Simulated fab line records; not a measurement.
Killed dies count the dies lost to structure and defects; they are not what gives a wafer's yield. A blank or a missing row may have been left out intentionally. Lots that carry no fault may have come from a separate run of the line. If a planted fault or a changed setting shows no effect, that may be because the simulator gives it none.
A struck lot beside a sound one :: flow nand harc :: 14 steps out of a route of 1159
Sound: wafers L777.2, L777.5, L777.6. The struck wafers were L792.2, L792.3, L792.6. At the end, the cause is stated.
Order at every step that has rows: each side's tool, ch and its chambers, its first start. Under that, the readings that differ: sound wafers :: struck wafers :: difference of the means :: sigmas: that difference in standard deviations of wafers without a fault.
alike: a reading whose means differ by less than 2 such deviations, as well as words and numbers matching on both sides. not compared: withheld readings; readings where some wafer has no value; bounds like >300 that might hide an equal value; numbers whose values overlap and for which the record gives no deviation.
A row with sigmas, a row that says differs or no value, or rows on one side alone: a step with any of these is where the two part. Numbers that have no deviation but don't overlap get no sigmas and don't part them. A reading missing from all wafers of one side parts the sides only when that side holds two or more wafers.

first, 5 steps without rows for these wafers: NHARC_P_M0_SOFTBAKE_04 (time 55 s); NHARC_P_M0_EBR_05; NHARC_P_M0_EXPOSE_06 (exposes mask P M0, target cd 90 nm); NHARC_P_M0_PEB_07 (peb time 65 s); NHARC_P_M0_DEVELOP_08 (develop time 35 s).
NHARC_P_M0_CD_MEAS_09: target cd 90 nm.
  sound on cd sem-02 ch 0, day 6 07:32; struck on cd sem-02 ch 0, day 9 21:34
  alike: cd nm
NHARC_P_M0_OVL_MEAS_10: pitch 180 nm.
  struck on overlay-02, day 9 21:40; sound on overlay-02, day 6 07:37
  alike: overlay x nm, overlay y nm
NHARC_P_M0_INSPECT_11:
  struck on defect inspect-02, day 9 21:41; sound on defect inspect-01, day 6 07:39
  alike: raw defect count
NHARC_P_M0_DESCUM_14: chemistry O2, time 3 s.
  sound on rie diel-06 ch 0,2,3, day 6 07:44; struck on rie diel-06 ch 0,1, day 9 21:45
  alike: drypump motor current A, oes product au, rf vpp V, showerhead plenum p Torr, throttle valve pct
  not compared: rf hours counter h
NHARC_P_M0_ETCH_34: etches the open film in N2/H2, target depth 40 nm, overetch 12 nm, time 43.94 s.
  sound on rie diel-06 ch 0,2,3, day 6 07:49; struck on rie diel-06 ch 0,2,3, day 9 21:51
  alike: bias w, drypump motor current A, h2 flow sccm, oes product au, rf fwd power W, rf vpp V, showerhead plenum p Torr, throttle valve pct
  not compared: rf hours counter h
NHARC_P_M0_ETCH_15: etches the open film in C4F8/Ar, target depth 150 nm, overetch 15 nm, time 82.5 s.
  sound on rie diel-06 ch 0,3; struck on rie diel-06 ch 1,2
reading: rf vpp V (V)
sound: 444.5 442.8 443.4
struck: 438.6 439.3 438.6
difference: -4.7
sigmas: -2
  alike: bias w, oes product au, rf fwd power W
  not compared: rf hours counter h
NHARC_P_M0_CD_MEAS_16:
  struck on cd sem-02, day 9 22:03; sound on cd sem-02, day 6 08:01
  alike: cd nm
NHARC_P_M0_STRIP_18: strips in N2/H2.
  sound on rie diel-13 ch 1,2, day 6 08:05; struck on rie diel-13 ch 1,2, day 9 22:08
  no value came back on the struck wafers for any of 10 readings (bias w (W), chamber pressure mTorr (mTorr) and others); on the sound wafers bias w (W) reads 0 0 0
  not compared: rf hours counter h
then, 1 step without rows for these wafers: NHARC_P_M0_STRIP_19 (strips in post etch residue remover, time 600 s).

## WHERE THEY PART
First at NHARC_P_M0_ETCH_15; last, within this record, at NHARC_P_M0_STRIP_18.

WHY: the cause the simulator had injected
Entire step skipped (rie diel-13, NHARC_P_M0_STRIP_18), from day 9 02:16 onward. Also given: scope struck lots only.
